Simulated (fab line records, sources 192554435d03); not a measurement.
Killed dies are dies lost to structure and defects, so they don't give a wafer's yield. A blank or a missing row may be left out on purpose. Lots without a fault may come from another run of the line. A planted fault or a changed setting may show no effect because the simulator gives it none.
Chamber matching | flow n5_finfet | N5_BEOL_M4_STRIP_66 on rie_diel-06: 4 sister chambers
The step strips in CF4. 8 wafers are shown with their chamber, then 8 later ones without.

WAFERS WITH THEIR CHAMBER
wafer  | chamber | drypump_motor_current_A (A) | showerhead_plenum_p_Torr (Torr)
L080.1 | 2       | 4.9                         | 1.77
L083.1 | 2       | 4.9                         | 1.77
L083.5 | 0       | 6.4                         | 1.81
L083.6 | 1       | 5.8                         | 1.74
L086.1 | 1       | 5.7                         | 1.73
L086.3 | 3       | 6.4                         | 1.89
L086.6 | 0       | 6.4                         | 1.81
L087.2 | 3       | 6.4                         | 1.89

WAFERS WITHOUT THEIR CHAMBER
wafer  | drypump_motor_current_A (A) | showerhead_plenum_p_Torr (Torr)
L087.5 | 5.7                         | 1.73
L087.6 | 4.9                         | 1.77
L095.2 | 6.4                         | 1.88
L095.5 | 6.4                         | 1.88
L095.6 | 4.9                         | 1.77
L096.4 | 5.7                         | 1.73
L096.5 | 6.4                         | 1.88
L096.6 | 4.9                         | 1.77

WHICH CHAMBER EACH WENT THROUGH
wafer  | from the rows above | in truth
L087.5 | 1                   | 1
L087.6 | 2                   | 2
L095.2 | 3                   | 3
L095.5 | 3                   | 3
L095.6 | 2                   | 2
L096.4 | 1                   | 1
L096.5 | 3                   | 3
L096.6 | 2                   | 2
Placed correctly: 8 of 8. Can't be placed from these rows: 0. Placed wrongly: 0.
How it was worked out, from the rows above alone: a wafer's distance from a chamber is the root of the sum, over the readings, of the square of ((its reading less the chamber's mean) divided by the reading's scatter). The wafer belongs to the nearest chamber; if the next one is less than 2 further off, it can't be placed. A chamber's mean is the mean of its shown wafers. The scatter: the root of (the sum of the squares of (reading less its chamber's mean) over the shown wafers, divided by (wafers less chambers)).
